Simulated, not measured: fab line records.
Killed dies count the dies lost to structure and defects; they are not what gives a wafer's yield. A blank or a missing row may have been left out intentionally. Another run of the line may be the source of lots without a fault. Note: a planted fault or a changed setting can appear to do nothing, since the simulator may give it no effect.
Matching of chambers | flow n5-finfet | rie-diel-03 running N5_HKMG_FIN_ETCH_58: 4 sister chambers
The step etches SOC in N2/H2, target depth 215.8 nm, time 741 s. 24 wafers are shown with their chamber, then 12 later ones without.

## WAFERS WITH THEIR CHAMBER
wafer  | chamber | showerhead-plenum-p-Torr (Torr) | throttle-valve-pct (%) | oes-product-au (a.u.)
L074.1 | 2       | 2.46                            | 17.87                  | 0.79
L074.3 | 1       | 2.62                            | 18.20                  | 0.69
L074.6 | 1       | 2.62                            | 18.20                  | 0.68
L075.1 | 0       | 2.46                            | 17.59                  | 0.86
L075.2 | 3       | 2.50                            | 17.60                  | 0.98
L075.3 | 2       | 2.46                            | 17.90                  | 0.79
L075.4 | 1       | 2.61                            | 18.21                  | 0.68
L075.5 | 3       | 2.50                            | 17.60                  | 0.99
L075.6 | 2       | 2.46                            | 17.89                  | 0.79
L077.2 | 1       | 2.61                            | 18.22                  | 0.68
L077.3 | 2       | 2.46                            | 17.91                  | 0.79
L077.5 | 2       | 2.46                            | 17.90                  | 0.79
L079.2 | 2       | 2.46                            | 17.91                  | 0.78
L079.4 | 1       | 2.61                            | 18.21                  | 0.68
L079.6 | 0       | 2.46                            | 17.61                  | 0.85
L082.1 | 0       | 2.46                            | 17.62                  | 0.85
L082.2 | 3       | 2.49                            | 17.63                  | 0.93
L082.5 | 2       | 2.45                            | 17.92                  | 0.77
L084.1 | 2       | 2.45                            | 17.92                  | 0.77
L084.2 | 3       | 2.49                            | 17.65                  | 0.92
L084.3 | 0       | 2.46                            | 17.64                  | 0.84
L088.2 | 0       | 2.45                            | 17.65                  | 0.83
L088.3 | 3       | 2.49                            | 17.66                  | 0.89
L088.5 | 2       | 2.45                            | 17.94                  | 0.76

SIGNATURES (means of the wafers above)
reading                  | chamber 0 | chamber 1 | chamber 2 | chamber 3 | scatter within a chamber
showerhead-plenum-p-Torr | 2.4580    | 2.6140    | 2.4567    | 2.4940    | 0.0051
throttle-valve-pct       | 17.6220   | 18.2080   | 17.9067   | 17.6280   | 0.021
oes-product-au           | 0.8460    | 0.6820    | 0.7811    | 0.9420    | 0.0209
Rule: distance of a wafer from a chamber = root of the sum over the readings of ((wafer's reading minus chamber's mean) / reading's scatter) squared. If the next closest chamber is less than 2 further off than the closest, the wafer can't be placed; otherwise it belongs to the closest. The scatter: the root of (the sum of the squares of (reading less its chamber's mean) over the shown wafers, divided by (wafers less chambers)).

## WAFERS WITHOUT THEIR CHAMBER
wafer  | showerhead-plenum-p-Torr (Torr) | throttle-valve-pct (%) | oes-product-au (a.u.)
L091.1 | 2.48                            | 17.66                  | 0.88
L091.2 | 2.44                            | 17.97                  | 0.76
L091.6 | 2.48                            | 17.67                  | 0.88
L092.1 | 2.45                            | 17.66                  | 0.82
L092.2 | 2.44                            | 17.98                  | 0.75
L092.4 | 2.61                            | 17.81                  | 0.99
L093.2 | 2.45                            | 17.67                  | 0.82
L093.5 | 2.44                            | 17.95                  | 0.75
L093.6 | 2.60                            | 17.83                  | 0.98
L097.1 | 2.48                            | 17.66                  | 0.86
L097.2 | 2.60                            | 17.84                  | 0.94
L097.5 | 2.44                            | 17.97                  | 0.74

## WHICH CHAMBER EACH WENT THROUGH
wafer  | from the rows above     | in truth
L091.1 | can't be placed: 3 or 0 | 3
L091.2 | 2                       | 2
L091.6 | can't be placed: 3 or 0 | 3
L092.1 | 0                       | 0
L092.2 | 2                       | 2
L092.4 | can't be placed: 1 or 3 | 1
L093.2 | 0                       | 0
L093.5 | 2                       | 2
L093.6 | can't be placed: 3 or 1 | 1
L097.1 | can't be placed: 0 or 3 | 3
L097.2 | can't be placed: 1 or 3 | 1
L097.5 | 2                       | 2
Correct placement for 6 of the 12. Cannot be placed on the basis of these rows: 6; the candidates contain the true chamber in 6. 0 placed wrongly.
